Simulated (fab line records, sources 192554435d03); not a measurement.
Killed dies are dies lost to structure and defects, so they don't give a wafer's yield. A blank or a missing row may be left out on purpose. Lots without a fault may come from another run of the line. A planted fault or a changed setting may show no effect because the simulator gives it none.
Which tool did it? | flow n5_finfet | 14 lots, 42 wafers sampled, at 6 steps of a route of 1938

WHAT THE GAUGES READ, wafer by wafer
N5_BEOL_M13_OCD_MEAS_35. Usual: trench_depth_nm 414 nm, standard deviation 6.1.
lot  | measured     | on     | trench_depth_nm (nm) | flag
L532 | day 11 00:55 | ocd-02 | 420 423 405          |
L534 | day 11 08:56 | ocd-01 | 423 410 418          |
L535 | day 11 13:06 | ocd-01 | 404 413 404          |
L533 | day 11 14:09 | ocd-01 | 414 419 420          |
L536 | day 11 19:10 | ocd-01 | 416 407 420          |
L537 | day 11 21:59 | ocd-02 | 403 424 415          |
L538 | day 12 17:11 | ocd-01 | 417 415 422          |
L539 | day 12 19:09 | ocd-01 | 416 418 418          |
L540 | day 12 20:22 | ocd-02 | 416 418 411          |
L541 | day 13 05:28 | ocd-02 | 416 421 414          |
L551 | day 15 20:27 | ocd-01 | 417 408 420          |
L554 | day 16 09:45 | ocd-01 | 410 409 416          |
L553 | day 16 21:24 | ocd-02 | 406 415 418          |
L555 | day 16 22:52 | ocd-01 | 418 419 403          |

N5_BEOL_M14_CD_MEAS_17: target cd 250 nm. Usual: cd_nm 251.1 nm, standard deviation 1.4.
lot  | measured     | on        | cd_nm (nm)        | flag
L532 | day 11 06:11 | cd_sem-03 | 252.0 250.8 250.7 |
L534 | day 11 11:59 | cd_sem-03 | 250.3 253.3 251.7 |
L535 | day 11 19:42 | cd_sem-03 | 251.3 249.9 250.0 |
L533 | day 11 20:58 | cd_sem-03 | 248.6 249.8 250.2 |
L536 | day 11 22:55 | cd_sem-01 | 251.4 250.5 251.8 |
L537 | day 12 06:01 | cd_sem-01 | 252.8 252.1 252.2 |
L538 | day 12 19:51 | cd_sem-01 | 252.2 255.2 252.6 |
L539 | day 12 22:25 | cd_sem-03 | - - -             | OFF
L540 | day 13 00:43 | cd_sem-02 | - - -             | OFF
L541 | day 13 11:49 | cd_sem-03 | 249.9 249.4 250.8 |
L551 | day 16 01:28 | cd_sem-01 | 250.5 252.5 251.3 |
L554 | day 16 12:58 | cd_sem-02 | 252.1 250.2 248.2 |
L553 | day 17 02:46 | cd_sem-01 | 250.9 252.3 251.3 |
L555 | day 17 02:47 | cd_sem-02 | 253.8 253.2 252.6 |

WHICH TOOL RAN EACH LOT (tool, then ch and the chambers of the sampled wafers, then the start)
lot  | N5_BEOL_M13_SPUTTER_45       | N5_BEOL_M13_DEP_53              | N5_BEOL_M14_ILD_DEP_00          | N5_BEOL_M14_VIA_ETCH_16
L532 | pvd_sputter-02, day 11 03:59 | pecvd-01 ch 0,1,2, day 11 04:55 | pecvd-01 ch 0,1,2, day 11 05:02 | rie_diel-04 ch 1,2,3, day 11 05:50
L534 | pvd_sputter-01, day 11 09:40 | pecvd-03 ch 0,1, day 11 10:37   | pecvd-02 ch 0,1,2, day 11 10:44 | rie_diel-06 ch 0,3, day 11 11:38
L535 | pvd_sputter-01, day 11 17:28 | pecvd-02 ch 0,1, day 11 18:26   | pecvd-04 ch 0,2, day 11 18:34   | rie_diel-01 ch 0,1, day 11 19:22
L533 | pvd_sputter-03, day 11 17:57 | pecvd-03 ch 0,2, day 11 19:22   | pecvd-01 ch 0,1, day 11 19:30   | rie_diel-01 ch 1,2,3, day 11 20:37
L536 | pvd_sputter-02, day 11 20:48 | pecvd-02 ch 1,2, day 11 21:46   | pecvd-04 ch 0,1,2, day 11 21:55 | rie_diel-06 ch 0,2,3, day 11 22:35
L537 | pvd_sputter-03, day 12 03:55 | pecvd-01 ch 0,1,2, day 12 04:52 | pecvd-01 ch 0,1,2, day 12 04:59 | rie_diel-06 ch 0,2,3, day 12 05:40
L538 | pvd_sputter-03, day 12 17:46 | pecvd-02 ch 1,2, day 12 18:41   | pecvd-01 ch 1,2, day 12 18:49   | rie_diel-01 ch 1,2, day 12 19:29
L539 | pvd_sputter-01, day 12 20:19 | pecvd-03 ch 0,2, day 12 21:16   | pecvd-02 ch 0,1,2, day 12 21:23 | rie_diel-01 ch 0,1, day 12 22:04
L540 | pvd_sputter-01, day 12 22:37 | pecvd-01 ch 1,2, day 12 23:33   | pecvd-02 ch 1,2, day 12 23:41   | rie_diel-01 ch 0,1,3, day 13 00:22
L541 | pvd_sputter-01, day 13 08:37 | pecvd-01 ch 0,1, day 13 10:29   | pecvd-02 ch 0,1,2, day 13 10:37 | rie_diel-01 ch 1,3, day 13 11:28
L551 | pvd_sputter-01, day 15 23:08 | pecvd-02 ch 0,1,2, day 16 00:20 | pecvd-02 ch 0,1,2, day 16 00:28 | rie_diel-06 ch 1,2,3, day 16 01:08
L554 | pvd_sputter-01, day 16 10:46 | pecvd-02 ch 0,1,2, day 16 11:41 | pecvd-04 ch 0,2, day 16 11:49   | rie_diel-04 ch 1,2, day 16 12:37
L553 | pvd_sputter-02, day 17 00:07 | pecvd-02 ch 0,1, day 17 01:04   | pecvd-02 ch 0,1,2, day 17 01:11 | rie_diel-01 ch 0,1,3, day 17 02:25
L555 | pvd_sputter-01, day 17 00:26 | pecvd-02 ch 0,1, day 17 01:23   | pecvd-04 ch 0,1,2, day 17 01:30 | rie_diel-06 ch 1,2, day 17 02:26
- N5_BEOL_M13_SPUTTER_45: material Cu, target thk 80 nm, time 13.33 s.
- N5_BEOL_M13_DEP_53: deposits SiCN from 3MS/NH3, target thk 50 nm, time 17.8 s.
- N5_BEOL_M14_ILD_DEP_00: deposits SiO2 from TEOS/O2, target thk 1119.3 nm, time 237.4 s.
- N5_BEOL_M14_VIA_ETCH_16: etches SiO2 in C4F8/O2/Ar, target depth 1231.3 nm.

WHAT THE TOOLS THEMSELVES READ (means of the sampled wafers that have a number; where no wafer has one, the mark that the record gives instead)
N5_BEOL_M13_SPUTTER_45. Usual: cathode_dc_power_W 26001 W, standard deviation 4.9; substrate_temp_c -19.99 C, standard deviation 0.11; throttle_valve_pct 29.9 %, standard deviation 1.
lot  | tool           | cathode_dc_power_W (W) | substrate_temp_c (C) | throttle_valve_pct (%) | flag
L532 | pvd_sputter-02 | 25999                  | -19.95               | 29.7                   |
L534 | pvd_sputter-01 | 26002                  | -19.88               | 30.4                   |
L535 | pvd_sputter-01 | 26006                  | -20.05               | 30.2                   |
L533 | pvd_sputter-03 | 25996                  | -19.89               | 29.7                   |
L536 | pvd_sputter-02 | 26000                  | -20.03               | 29.3                   |
L537 | pvd_sputter-03 | 26007                  | -20.05               | 29.7                   |
L538 | pvd_sputter-03 | 25998                  | -19.95               | 29.6                   |
L539 | pvd_sputter-01 | 25999                  | -19.94               | 30.1                   |
L540 | pvd_sputter-01 | 25999                  | -19.98               | 30.3                   |
L541 | pvd_sputter-01 | 26001                  | -19.89               | 30.4                   |
L551 | pvd_sputter-01 | 25999                  | -19.86               | 30.3                   |
L554 | pvd_sputter-01 | 26000                  | -20.00               | 30.2                   |
L553 | pvd_sputter-02 | 25998                  | -19.99               | 30.8                   |
L555 | pvd_sputter-01 | 26000                  | -19.99               | 30.2                   |

N5_BEOL_M13_DEP_53. Usual: chamber_pressure_Torr 3.000 Torr, standard deviation 0.0065; rf_fwd_power_W 665.9 W, standard deviation 2.5; showerhead_plenum_p_Torr 4.160 Torr, standard deviation 0.017; showerhead_vpp_V 1629 V, standard deviation 95; throttle_valve_pct 18.0 %, standard deviation 1.2.
lot  | tool     | chamber_pressure_Torr (Torr) | rf_fwd_power_W (W) | showerhead_plenum_p_Torr (Torr) | showerhead_vpp_V (V) | throttle_valve_pct (%) | flag
L532 | pecvd-01 | 2.996                        | 664.6              | 4.178                           | 1624                 | 17.7                   |
L534 | pecvd-03 | 2.996                        | 666.1              | 4.156                           | 1626                 | 16.9                   |
L535 | pecvd-02 | 3.002                        | 665.5              | 4.151                           | 1648                 | 19.1                   |
L533 | pecvd-03 | 3.004                        | 667.9              | 4.160                           | 1532                 | 16.9                   |
L536 | pecvd-02 | 3.002                        | 663.5              | 4.147                           | 1641                 | 17.2                   |
L537 | pecvd-01 | 3.005                        | 666.3              | 4.185                           | 1631                 | 17.6                   |
L538 | pecvd-02 | 2.997                        | 667.5              | 4.158                           | 1587                 | 18.3                   |
L539 | pecvd-03 | 3.000                        | 666.1              | 4.170                           | 1497                 | 17.5                   |
L540 | pecvd-01 | 2.996                        | 666.2              | 4.181                           | 1591                 | 17.7                   |
L541 | pecvd-01 | 3.005                        | 666.3              | 4.184                           | 1635                 | 18.0                   |
L551 | pecvd-02 | 3.006                        | 664.9              | 4.150                           | 1632                 | 18.1                   |
L554 | pecvd-02 | 3.000                        | 666.9              | 4.152                           | 1647                 | 18.3                   |
L553 | pecvd-02 | 2.996                        | 665.5              | 4.161                           | 1570                 | 19.3                   |
L555 | pecvd-02 | 3.002                        | 667.3              | 4.152                           | 1653                 | 19.3                   |

N5_BEOL_M14_ILD_DEP_00. Usual: chamber_pressure_Torr 6.501 Torr, standard deviation 0.014; heater_power_outer_w 296 W, standard deviation 90; heater_power_w 552 W, standard deviation 130; showerhead_plenum_p_Torr 8.358 Torr, standard deviation 0.029; showerhead_vpp_V 1857 V, standard deviation 69; throttle_valve_pct 18.5 %, standard deviation 0.93.
lot  | tool     | chamber_pressure_Torr (Torr) | heater_power_outer_w (W) | heater_power_w (W) | showerhead_plenum_p_Torr (Torr) | showerhead_vpp_V (V) | throttle_valve_pct (%) | flag
L532 | pecvd-01 | 6.496                        | 265                      | 504                | 8.384                           | 1876                 | 18.2                   |
L534 | pecvd-02 | 6.504                        | 332                      | 590                | 8.333                           | 1906                 | 18.9                   |
L535 | pecvd-04 | 6.506                        | 228                      | 456                | 8.365                           | 1835                 | 17.7                   |
L533 | pecvd-01 | 6.505                        | 253                      | 491                | 8.376                           | 1897                 | 18.3                   |
L536 | pecvd-04 | 6.519                        | 259                      | 507                | 8.367                           | 1835                 | 18.3                   |
L537 | pecvd-01 | 6.487                        | 264                      | 519                | 8.388                           | 1880                 | 18.3                   |
L538 | pecvd-01 | 6.505                        | 254                      | 513                | 8.387                           | 1864                 | 18.3                   |
L539 | pecvd-02 | -                            | -                        | -                  | -                               | -                    | -                      | OFF
L540 | pecvd-02 | -                            | -                        | -                  | -                               | -                    | -                      | OFF
L541 | pecvd-02 | 6.506                        | 363                      | 634                | 8.324                           | 1898                 | 18.9                   |
L551 | pecvd-02 | 6.505                        | 339                      | 595                | 8.325                           | 1888                 | 18.9                   |
L554 | pecvd-04 | 6.507                        | 237                      | 446                | 8.355                           | 1815                 | 17.9                   |
L553 | pecvd-02 | 6.502                        | 375                      | 649                | 8.353                           | 1895                 | 19.0                   |
L555 | pecvd-04 | 6.501                        | 294                      | 555                | 8.356                           | 1812                 | 18.3                   |

N5_BEOL_M14_VIA_ETCH_16. Usual: drypump_motor_current_A 5.6 A, standard deviation 0.53; he_outer_torr 30.00 Torr, standard deviation 0.057; oes_o_777_au 0.81 a.u., standard deviation 0.078; oes_product_au 0.73 a.u., standard deviation 0.076; rf_vpp_V 2207 V, standard deviation 14; showerhead_plenum_p_Torr 3.43 Torr, standard deviation 0.092; throttle_valve_pct 30.85 %, standard deviation 0.22.
lot  | tool        | drypump_motor_current_A (A) | he_outer_torr (Torr) | oes_o_777_au (a.u.) | oes_product_au (a.u.) | rf_vpp_V (V) | showerhead_plenum_p_Torr (Torr) | throttle_valve_pct (%) | flag
L532 | rie_diel-04 | 5.9                         | 30.01                | 0.77                | 0.69                  | 2220         | 3.43                            | 30.76                  |
L534 | rie_diel-06 | 5.9                         | 30.01                | 0.74                | 0.66                  | 2222         | 3.55                            | 30.94                  |
L535 | rie_diel-01 | 5.2                         | 30.01                | 0.87                | 0.80                  | 2206         | 3.45                            | 31.02                  |
L533 | rie_diel-01 | 5.4                         | 30.00                | 0.80                | 0.73                  | 2202         | 3.42                            | 30.71                  |
L536 | rie_diel-06 | 5.9                         | 29.97                | 0.78                | 0.71                  | 2212         | 3.49                            | 30.90                  |
L537 | rie_diel-06 | 5.9                         | 29.99                | 0.79                | 0.70                  | 2212         | 3.49                            | 30.90                  |
L538 | rie_diel-01 | 5.1                         | 29.99                | 0.78                | 0.72                  | 2198         | 3.37                            | 30.69                  |
L539 | rie_diel-01 | 5.2                         | 30.05                | 0.85                | 0.32                  | 2206         | 3.45                            | 30.32                  | OFF
L540 | rie_diel-01 | 5.3                         | 30.03                | 0.85                | 0.31                  | 2200         | 3.44                            | 30.16                  | OFF
L541 | rie_diel-01 | 5.2                         | 30.01                | 0.83                | 0.76                  | 2190         | 3.39                            | 30.66                  |
L551 | rie_diel-06 | 5.8                         | 30.05                | 0.81                | 0.73                  | 2196         | 3.41                            | 30.81                  |
L554 | rie_diel-04 | 5.9                         | 30.05                | 0.87                | 0.79                  | 2216         | 3.45                            | 30.73                  |
L553 | rie_diel-01 | 5.3                         | 29.99                | 0.81                | 0.73                  | 2198         | 3.42                            | 30.90                  |
L555 | rie_diel-06 | 5.4                         | 30.00                | 0.85                | 0.77                  | 2187         | 3.37                            | 30.67                  |

THE ANSWER, worked out from the rows above alone
Rule: a lot is off if the mean of its wafers that have a number lies more than 3 standard deviations from the usual mean. A lot without any number at a reading at which 4 lots or more have one is off too. The other lots that the step has rows for count as sound. The gauges are gone through in route order, then the tools' own readings, and for those a lot's mean is taken as printed above. The first step at which some lot is off is used, and at that step the reading that is off furthest; a lot without a number counts as furthest.
Off: L539, L540, at N5_BEOL_M14_CD_MEAS_17 (cd_nm). Without a number there: L539, L540.
A tool fits if, at a process step before that reading, it ran every lot that is off, and no sound lot after the first of them. The gauges at N5_BEOL_M14_CD_MEAS_17 aren't tried: what is off there is off at N5_BEOL_M14_ILD_DEP_00 too, on other tools, and a gauge's error can't cause that. None of those tried fits.

WHAT THE SIMULATOR HAD PUT IN
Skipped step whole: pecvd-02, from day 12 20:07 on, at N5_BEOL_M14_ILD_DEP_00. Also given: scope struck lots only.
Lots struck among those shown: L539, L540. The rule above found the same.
